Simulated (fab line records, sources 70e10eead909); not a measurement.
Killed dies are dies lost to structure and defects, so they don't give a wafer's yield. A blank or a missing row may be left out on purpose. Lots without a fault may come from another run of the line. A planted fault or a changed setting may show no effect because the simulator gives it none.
Which tool did it? | flow nand_harc | 12 lots, 36 wafers sampled, at 3 steps of a route of 1159

WHAT THE GAUGES READ, wafer by wafer
NHARC_A_CONTACT_INSPECT_23.
lot  | measured     | on                | raw_defect_count
L075 | day 17 11:35 | defect_inspect-02 | 379 411 449
L074 | day 17 21:37 | defect_inspect-01 | 368 285 332
L079 | day 18 03:39 | defect_inspect-01 | 468 539 454
L082 | day 19 15:11 | defect_inspect-01 | 541 387 525
L083 | day 19 22:20 | defect_inspect-01 | 580 485 499
L088 | day 20 04:31 | defect_inspect-01 | 386 970 379
L086 | day 20 08:05 | defect_inspect-02 | 333 563 566
L089 | day 21 03:46 | defect_inspect-02 | 494 410 330
L092 | day 21 10:00 | defect_inspect-02 | 355 461 266
L091 | day 21 14:34 | defect_inspect-01 | 391 332 323
L094 | day 22 12:10 | defect_inspect-02 | 315 340 329
L097 | day 23 04:03 | defect_inspect-01 | 643 456 489

WHICH TOOL RAN EACH LOT (tool, then ch and the chambers of the sampled wafers, then the start)
lot  | NHARC_A_CONTACT_ETCH_137             | NHARC_A_CONTACT_ETCH_138
L075 | har_cap_etch-02 ch 0,1, day 17 08:19 | har_cap_etch-02 ch 0,1, day 17 08:26
L074 | har_cap_etch-01 ch 0,1, day 17 13:52 | har_cap_etch-01 ch 0,1, day 17 14:00
L079 | har_cap_etch-01 ch 0,1, day 17 19:37 | har_cap_etch-01 ch 0,1, day 17 19:44
L082 | har_cap_etch-01 ch 0,1, day 19 10:44 | har_cap_etch-01 ch 0,1, day 19 10:52
L083 | har_cap_etch-03 ch 0,1, day 19 18:38 | har_cap_etch-03 ch 0,1, day 19 18:45
L088 | har_cap_etch-03 ch 0,1, day 19 21:25 | har_cap_etch-03 ch 0,1, day 19 21:32
L086 | har_cap_etch-02 ch 0,1, day 20 03:08 | har_cap_etch-02 ch 0,1, day 20 03:16
L089 | har_cap_etch-03 ch 0,1, day 20 19:08 | har_cap_etch-03 ch 0,1, day 20 19:15
L092 | har_cap_etch-01 ch 0,1, day 21 01:19 | har_cap_etch-01 ch 0,1, day 21 01:27
L091 | har_cap_etch-02 ch 0,1, day 21 06:52 | har_cap_etch-02 ch 0,1, day 21 07:01
L094 | har_cap_etch-01 ch 0,1, day 22 08:53 | har_cap_etch-01 ch 0,1, day 22 09:01
L097 | har_cap_etch-01 ch 0,1, day 22 22:02 | har_cap_etch-01 ch 0,1, day 22 22:10
- NHARC_A_CONTACT_ETCH_137: etches the open film in C4F8/O2/Ar, time 132 s, target depth 1287 nm.
- NHARC_A_CONTACT_ETCH_138: etches the open film in C4F8/O2/Ar, time 132 s, target depth 1289 nm.

THE ANSWER, worked out from the rows above alone
Rule: what is usual is taken from the lots themselves. Put in order of their means at a reading, lots are off if they are a third of the lots or fewer, leave a main group of 4 or more, and stand apart from it by a gap of 3 or more times the standard deviation of the main group's means; of several such gaps the widest counts. A main group whose means are all the same, to the digits that the tables above print for the reading, isn't used. A lot without any number at a reading at which 4 lots or more have one is off too. The other lots that the step has rows for count as sound.
No lot is off at any reading shown: from this, nothing can be told.

WHAT THE SIMULATOR HAD PUT IN
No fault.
